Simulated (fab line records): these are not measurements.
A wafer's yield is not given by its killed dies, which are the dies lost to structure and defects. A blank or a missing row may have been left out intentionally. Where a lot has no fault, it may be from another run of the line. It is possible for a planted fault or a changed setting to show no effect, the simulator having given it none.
Matching of chambers + flow n5Finfet + rieDiel-04 running N5_SDB_STRIP_21: 4 sister chambers
The step strips in CF4. 8 wafers are shown with their chamber, then 7 later ones without.

WAFERS WITH THEIR CHAMBER
| wafer  | chamber | showerheadPlenumPTorr (Torr) | oesProductAu (a.u.) |
|--------|---------|------------------------------|---------------------|
| L076.3 | 0       | 1.80                         | 0.77                |
| L086.2 | 1       | 1.81                         | 0.85                |
| L086.3 | 0       | 1.79                         | 0.75                |
| L087.2 | 3       | 1.84                         | 0.72                |
| L087.4 | 2       | 1.77                         | 0.70                |
| L087.6 | 2       | 1.77                         | 0.70                |
| L088.1 | 3       | 1.84                         | 0.72                |
| L088.2 | 1       | 1.80                         | 0.84                |

WAFERS WHOSE CHAMBER IS MISSING
| wafer  | showerheadPlenumPTorr (Torr) | oesProductAu (a.u.) |
|--------|------------------------------|---------------------|
| L088.5 | 1.77                         | 0.69                |
| L090.1 | 1.84                         | 0.72                |
| L090.3 | 1.80                         | 0.85                |
| L090.5 | 1.84                         | 0.72                |
| L091.2 | 1.77                         | 0.69                |
| L091.3 | 1.79                         | 0.75                |
| L091.4 | 1.80                         | 0.84                |

THE CHAMBER EACH PASSED THROUGH
| wafer  | from the rows above | in truth |
|--------|---------------------|----------|
| L088.5 | 2                   | 2        |
| L090.1 | 3                   | 3        |
| L090.3 | 1                   | 1        |
| L090.5 | 3                   | 3        |
| L091.2 | 2                   | 2        |
| L091.3 | 0                   | 0        |
| L091.4 | 1                   | 1        |
Correctly placed: 7 of 7. Can't be placed from these rows: 0. 0 placed wrongly.
How it was worked out, from the rows above alone: a wafer's distance from a chamber is the root of the sum, over the readings, of the square of ((its reading less the chamber's mean) divided by the reading's scatter). If the next closest chamber is less than 2 further off than the closest, the wafer can't be placed; otherwise it belongs to the closest. For every chamber, the mean is computed from those of its wafers that are shown. The scatter: the root of (the sum of the squares of (reading less its chamber's mean) over the shown wafers, divided by (wafers less chambers)).
